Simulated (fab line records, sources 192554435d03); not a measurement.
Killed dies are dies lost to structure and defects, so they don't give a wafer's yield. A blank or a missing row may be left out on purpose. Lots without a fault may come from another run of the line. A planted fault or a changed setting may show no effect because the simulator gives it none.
Chamber matching | flow n5_finfet | N5_BEOL_M15_ETCH_59 on rie_diel-02: 4 sister chambers
The step etches BARC in N2/H2, target depth 89 nm, overetch 26.7 nm, time 67.9 s. 7 wafers are shown with their chamber, then 10 later ones without.

WAFERS WITH THEIR CHAMBER
wafer  | chamber | showerhead_plenum_p_Torr (Torr) | throttle_valve_pct (%)
L080.6 | 3       | 2.71                            | 17.56
L083.6 | 2       | 2.53                            | 18.28
L086.1 | 2       | 2.53                            | 18.30
L086.2 | 1       | 2.52                            | 17.71
L086.4 | 3       | 2.70                            | 17.60
L085.3 | 1       | 2.52                            | 17.72
L085.4 | 0       | 2.58                            | 17.48

WAFERS WITHOUT THEIR CHAMBER
wafer  | showerhead_plenum_p_Torr (Torr) | throttle_valve_pct (%)
L085.5 | 2.70                            | 17.60
L091.3 | 2.51                            | 17.73
L091.4 | 2.70                            | 17.62
L091.5 | 2.51                            | 17.74
L092.1 | 2.70                            | 17.60
L092.2 | 2.51                            | 17.72
L092.5 | 2.70                            | 17.63
L097.1 | 2.51                            | 17.76
L097.2 | 2.58                            | 17.49
L097.5 | 2.69                            | 17.63

WHICH CHAMBER EACH WENT THROUGH
wafer  | from the rows above | in truth
L085.5 | 3                   | 3
L091.3 | 1                   | 1
L091.4 | 3                   | 3
L091.5 | 1                   | 1
L092.1 | 3                   | 3
L092.2 | 1                   | 1
L092.5 | 3                   | 3
L097.1 | 1                   | 1
L097.2 | 0                   | 0
L097.5 | 3                   | 3
Placed correctly: 10 of 10. Can't be placed from these rows: 0. Placed wrongly: 0.
How it was worked out, from the rows above alone: a wafer's distance from a chamber is the root of the sum, over the readings, of the square of ((its reading less the chamber's mean) divided by the reading's scatter). The wafer belongs to the nearest chamber; if the next one is less than 2 further off, it can't be placed. A chamber's mean is the mean of its shown wafers. The scatter: the root of (the sum of the squares of (reading less its chamber's mean) over the shown wafers, divided by (wafers less chambers)).
